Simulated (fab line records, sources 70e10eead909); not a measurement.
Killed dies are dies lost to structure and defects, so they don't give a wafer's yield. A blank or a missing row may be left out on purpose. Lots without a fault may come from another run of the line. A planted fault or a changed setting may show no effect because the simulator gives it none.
Chamber matching | flow nand_harc | NHARC_A_DECK1_JOINT_DEP_16 on pecvd-03: 3 sister chambers
The step deposits SiO2, target thk 45 nm. 16 wafers are shown with their chamber, then 8 later ones without.

WAFERS WITH THEIR CHAMBER
wafer  | chamber | throttle_valve_pct (%) | heater_power_w (W)
L081.2 | 1       | 16.1                   | 482
L081.5 | 0       | 15.7                   | 433
L081.6 | 1       | 15.8                   | 487
L081.1 | 2       | 16.7                   | 490
L081.3 | 0       | 15.7                   | 435
L081.4 | 2       | 16.5                   | 491
L084.1 | 2       | 16.5                   | 473
L084.3 | 1       | 15.7                   | 517
L084.5 | 0       | 15.6                   | 547
L087.1 | 0       | 15.3                   | 559
L087.3 | 1       | 15.7                   | 604
L087.6 | 0       | 15.3                   | 574
L087.2 | 2       | 16.7                   | 439
L087.4 | 2       | 16.8                   | 461
L087.5 | 1       | 15.8                   | 607
L089.1 | 1       | 15.8                   | 513

SIGNATURES (means of the wafers above)
reading            | chamber 0 | chamber 1 | chamber 2 | scatter within a chamber
throttle_valve_pct | 15.520    | 15.817    | 16.640    | 0.164
heater_power_w     | 509.60    | 535.00    | 470.80    | 53.5
Rule: a wafer's distance from a chamber is the root of the sum, over the readings, of the square of ((its reading less the chamber's mean) divided by the reading's scatter). The wafer belongs to the nearest chamber; if the next one is less than 2 further off, it can't be placed. The scatter: the root of (the sum of the squares of (reading less its chamber's mean) over the shown wafers, divided by (wafers less chambers)).

WAFERS WITHOUT THEIR CHAMBER
wafer  | throttle_valve_pct (%) | heater_power_w (W)
L089.2 | 15.3                   | 522
L089.3 | 16.4                   | 460
L094.4 | 16.7                   | 442
L094.5 | 15.9                   | 615
L094.6 | 15.5                   | 518
L095.1 | 16.0                   | 624
L095.2 | 15.5                   | 445
L095.5 | 16.7                   | 388

WHICH CHAMBER EACH WENT THROUGH
wafer  | from the rows above     | in truth
L089.2 | can't be placed: 0 or 1 | 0
L089.3 | 2                       | 2
L094.4 | 2                       | 2
L094.5 | can't be placed: 1 or 0 | 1
L094.6 | can't be placed: 0 or 1 | 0
L095.1 | can't be placed: 1 or 0 | 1
L095.2 | can't be placed: 0 or 1 | 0
L095.5 | 2                       | 2
Placed correctly: 3 of 8. Can't be placed from these rows: 5 (the true chamber is among the candidates in 5). Placed wrongly: 0.
